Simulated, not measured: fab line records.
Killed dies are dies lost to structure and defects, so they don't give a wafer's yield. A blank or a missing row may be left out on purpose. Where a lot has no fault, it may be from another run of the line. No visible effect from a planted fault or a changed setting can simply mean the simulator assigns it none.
Chamber matching | flow nand harc | NHARC_P_GATE_DESCUM_48 on rie diel-06: 4 sister chambers
The step chemistry O2, time 3 s. 33 wafers are shown with their chamber, then 12 later ones without.

## WAFERS, EACH WITH ITS CHAMBER
wafer  | chamber | showerhead plenum p Torr (Torr) | drypump motor current A (A) | oes product au (a.u.)
L074.1 | 3       | 1.78                            | 6.0                         | 1.021
L074.2 | 0       | 1.84                            | 5.4                         | 0.978
L074.6 | 3       | 1.78                            | 6.0                         | 1.011
L075.2 | 3       | 1.78                            | 6.0                         | 1.010
L075.4 | 2       | 2.03                            | 5.6                         | 0.981
L075.5 | 0       | 1.84                            | 5.4                         | 0.977
L077.2 | 2       | 2.03                            | 5.6                         | 0.990
L077.4 | 1       | 1.92                            | 5.8                         | 1.006
L077.6 | 2       | 2.03                            | 5.6                         | 0.983
L079.1 | 1       | 1.92                            | 5.8                         | 1.020
L079.3 | 3       | 1.78                            | 6.1                         | 1.021
L079.6 | 0       | 1.84                            | 5.4                         | 0.993
L080.1 | 3       | 1.78                            | 6.0                         | 1.002
L080.5 | 3       | 1.78                            | 6.1                         | 1.014
L080.6 | 0       | 1.84                            | 5.4                         | 0.980
L084.1 | 1       | 1.92                            | 5.8                         | 1.010
L084.2 | 0       | 1.84                            | 5.4                         | 0.992
L084.6 | 0       | 1.84                            | 5.4                         | 0.983
L086.1 | 1       | 1.92                            | 5.8                         | 1.007
L086.2 | 2       | 2.02                            | 5.6                         | 0.992
L086.4 | 0       | 1.83                            | 5.4                         | 0.980
L087.2 | 0       | 1.83                            | 5.4                         | 0.992
L087.3 | 3       | 1.78                            | 6.1                         | 1.013
L087.4 | 1       | 1.92                            | 5.8                         | 1.010
L088.1 | 2       | 2.02                            | 5.6                         | 0.984
L088.3 | 0       | 1.83                            | 5.4                         | 0.994
L088.4 | 1       | 1.92                            | 5.8                         | 1.011
L090.1 | 0       | 1.83                            | 5.4                         | 1.011
L090.2 | 2       | 2.02                            | 5.6                         | 0.978
L090.4 | 3       | 1.78                            | 6.0                         | 1.015
L092.2 | 2       | 2.02                            | 5.6                         | 0.976
L092.4 | 3       | 1.78                            | 6.0                         | 1.008
L092.5 | 1       | 1.92                            | 5.8                         | 1.001

SIGNATURES (averages over the wafers above)
reading                  | chamber 0 | chamber 1 | chamber 2 | chamber 3 | scatter within a chamber
showerhead plenum p Torr | 1.8360    | 1.9200    | 2.0243    | 1.7800    | 0.00377
drypump motor current A  | 5.400     | 5.800     | 5.600     | 6.033     | 0.0263
oes product au           | 0.98800   | 1.00929   | 0.98343   | 1.01278   | 0.00765
Rule: for a wafer and a chamber, the distance is found by dividing, reading by reading, the gap between the wafer's reading and the chamber's mean by the reading's scatter, squaring, summing and taking the root. The wafer belongs to the nearest chamber; if the next one is less than 2 further off, it can't be placed. The scatter: take each reading less its chamber's mean, square it, sum over the shown wafers, divide by the number of wafers less the number of chambers, and take the root.

## WAFERS WITH NO CHAMBER GIVEN
wafer  | showerhead plenum p Torr (Torr) | drypump motor current A (A) | oes product au (a.u.)
L094.1 | 1.92                            | 5.8                         | 1.008
L094.3 | 1.83                            | 5.4                         | 0.979
L094.5 | 1.78                            | 6.0                         | 1.005
L093.2 | 1.78                            | 6.1                         | 1.002
L093.3 | 1.83                            | 5.3                         | 0.986
L093.5 | 2.02                            | 5.6                         | 0.984
L096.1 | 1.92                            | 5.8                         | 0.994
L096.5 | 1.92                            | 5.8                         | 1.004
L096.6 | 1.83                            | 5.4                         | 0.989
L095.1 | 1.78                            | 6.0                         | 1.015
L095.4 | 1.83                            | 5.4                         | 0.988
L095.6 | 2.02                            | 5.6                         | 0.986

## WHICH CHAMBER EACH WENT THROUGH
wafer  | from the rows above | in truth
L094.1 | 1                   | 1
L094.3 | 0                   | 0
L094.5 | 3                   | 3
L093.2 | 3                   | 3
L093.3 | 0                   | 0
L093.5 | 2                   | 2
L096.1 | 1                   | 1
L096.5 | 1                   | 1
L096.6 | 0                   | 0
L095.1 | 3                   | 3
L095.4 | 0                   | 0
L095.6 | 2                   | 2
Placed correctly: 12 of 12. Left unplaced by these rows: 0. 0 placed wrongly.
